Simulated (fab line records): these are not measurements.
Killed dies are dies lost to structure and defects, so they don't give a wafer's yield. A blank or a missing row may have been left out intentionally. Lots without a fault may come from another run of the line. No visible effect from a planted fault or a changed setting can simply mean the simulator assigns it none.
Chamber matching + flow nand-harc + NHARC_A_STAIRCASE_DESCUM_443 on rie-diel-05 has 4 sister chambers
The step chemistry O2, time 3 s. 20 wafers are shown with their chamber, then 10 later ones without.

WAFERS, EACH WITH ITS CHAMBER
| wafer  | chamber | drypump-motor-current-A (A) | showerhead-plenum-p-Torr (Torr) | oes-product-au (a.u.) |
|--------|---------|-----------------------------|---------------------------------|-----------------------|
| L074.2 | 0       | 5.5                         | 1.99                            | 1.010                 |
| L074.3 | 2       | 6.3                         | 1.82                            | 0.994                 |
| L074.5 | 0       | 5.5                         | 1.99                            | 1.016                 |
| L076.1 | 1       | 6.6                         | 1.85                            | 0.995                 |
| L076.2 | 2       | 6.3                         | 1.82                            | 0.996                 |
| L076.6 | 0       | 5.5                         | 1.98                            | 1.015                 |
| L078.2 | 1       | 6.7                         | 1.85                            | 0.994                 |
| L078.3 | 0       | 5.5                         | 1.98                            | 1.011                 |
| L078.6 | 0       | 5.5                         | 1.98                            | 1.009                 |
| L079.1 | 3       | 4.9                         | 2.07                            | 1.016                 |
| L079.3 | 0       | 5.5                         | 1.98                            | 1.014                 |
| L079.6 | 3       | 4.9                         | 2.07                            | 1.020                 |
| L081.3 | 0       | 5.5                         | 1.97                            | 1.003                 |
| L081.5 | 1       | 6.7                         | 1.84                            | 0.993                 |
| L081.6 | 0       | 5.5                         | 1.97                            | 1.003                 |
| L087.3 | 1       | 6.6                         | 1.84                            | 1.007                 |
| L087.4 | 0       | 5.5                         | 1.97                            | 1.016                 |
| L087.6 | 2       | 6.3                         | 1.81                            | 1.013                 |
| L092.4 | 2       | 6.3                         | 1.80                            | 1.004                 |
| L092.5 | 1       | 6.6                         | 1.84                            | 0.999                 |

SIGNATURES (means of the wafers above)
| reading                  | chamber 0 | chamber 1 | chamber 2 | chamber 3 | scatter within a chamber |
|--------------------------|-----------|-----------|-----------|-----------|--------------------------|
| drypump-motor-current-A  | 5.500     | 6.640     | 6.300     | 4.900     | 0.0274                   |
| showerhead-plenum-p-Torr | 1.9789    | 1.8440    | 1.8125    | 2.0700    | 0.00743                  |
| oes-product-au           | 1.01078   | 0.99760   | 1.00175   | 1.01800   | 0.00598                  |
Rule: for a wafer and a chamber, the distance is found by dividing, reading by reading, the gap between the wafer's reading and the chamber's mean by the reading's scatter, squaring, summing and taking the root. The wafer belongs to the nearest chamber; if the next one is less than 2 further off, it can't be placed. The scatter: the root of (the sum of the squares of (reading less its chamber's mean) over the shown wafers, divided by (wafers less chambers)).

WAFERS WITHOUT THEIR CHAMBER
| wafer  | drypump-motor-current-A (A) | showerhead-plenum-p-Torr (Torr) | oes-product-au (a.u.) |
|--------|-----------------------------|---------------------------------|-----------------------|
| L092.6 | 5.5                         | 1.97                            | 1.017                 |
| L094.1 | 6.3                         | 1.80                            | 1.003                 |
| L094.2 | 6.6                         | 1.84                            | 1.013                 |
| L094.3 | 5.5                         | 1.96                            | 1.017                 |
| L095.4 | 5.5                         | 1.96                            | 1.006                 |
| L095.5 | 5.5                         | 1.96                            | 1.013                 |
| L095.6 | 6.7                         | 1.83                            | 1.012                 |
| L097.2 | 5.5                         | 1.96                            | 1.008                 |
| L097.3 | 5.0                         | 2.05                            | 0.996                 |
| L097.5 | 5.5                         | 1.96                            | 1.006                 |

CHAMBER TAKEN BY EACH
| wafer  | from the rows above | in truth |
|--------|---------------------|----------|
| L092.6 | 0                   | 0        |
| L094.1 | 2                   | 2        |
| L094.2 | 1                   | 1        |
| L094.3 | 0                   | 0        |
| L095.4 | 0                   | 0        |
| L095.5 | 0                   | 0        |
| L095.6 | 1                   | 1        |
| L097.2 | 0                   | 0        |
| L097.3 | 3                   | 3        |
| L097.5 | 0                   | 0        |
Correct placement for 10 of the 10. Can't be placed from these rows: 0. Placed wrongly: 0.
